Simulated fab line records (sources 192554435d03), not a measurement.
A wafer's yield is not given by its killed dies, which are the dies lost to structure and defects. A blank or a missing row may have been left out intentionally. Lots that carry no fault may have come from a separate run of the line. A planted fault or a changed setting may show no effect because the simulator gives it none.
2 desks, one fault ; flow n5-finfet ; only its own numbers are on each desk; what lay behind them is given at the end

## TOOL OWNER'S DESK, pecvd-04
At N5_BEOL_M9_PRE_CLEAN_55 (time 15 s), the tool's own readings, given per lot that ran on this tool as the mean of the sampled wafers with a number. Any lot whose mean is over 4 standard deviations away from the usual mean is out of limits and marked OUT; that distance is given in the brackets.
Columns: A = rf-fwd-power-W at N5_BEOL_M9_PRE_CLEAN_55, usual 295.1 W
lot;first seen here;A
L571;day 11 13:05;296.0
L575;day 12 13:17;203.2 (-54) OUT
L574;day 12 19:28;203.7 (-54) OUT
L590;day 15 13:18;296.9
This desk's finding: out of limits on L574, L575; first on L575, day 12 13:17 (rf-fwd-power-W at N5_BEOL_M9_PRE_CLEAN_55). Within limits: L571, L590.

## METROLOGY DESK
What the gauges read for every lot (on any tool): the sampled wafers with a number, averaged. Any lot whose mean is over 4 standard deviations away from the usual mean is out of limits and marked OUT; that distance is given in the brackets.
Columns: A = M9_THK at N5_BEOL_M9_THK_MEAS_53, usual 141 nm
lot;first seen here;A
L571;day 11 13:03;143
L575;day 12 13:15;137
L574;day 12 19:26;142
L576;day 12 22:36;140
L587;day 15 10:53;143
L588;day 15 11:10;139
L590;day 15 13:16;143
L589;day 15 14:53;138
L591;day 16 04:59;144
L592;day 17 02:56;146
L593;day 17 04:48;142
L594;day 17 19:24;141
Finding of this desk: none of the 12 lots has anything out of limits.

## BROUGHT TOGETHER
The tool owner's desk had the chance to raise an alarm at day 12 13:17 on L574, L575.
At the metrology desk, nothing out of limits was observed.
The metrology desk has L574, L575 on record, within its limits.
Every lot named ran N5_BEOL_M9_PRE_CLEAN_55 on pecvd-04.

## WHAT WAS PUT IN BY THE SIMULATOR
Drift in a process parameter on pecvd-04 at N5_BEOL_M9_PRE_CLEAN_55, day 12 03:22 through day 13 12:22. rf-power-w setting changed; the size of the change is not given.
Shown lots that were struck: L574, L575.
Hours from the fault's start to each desk's first reading out of limits: the tool owner's desk, 10.
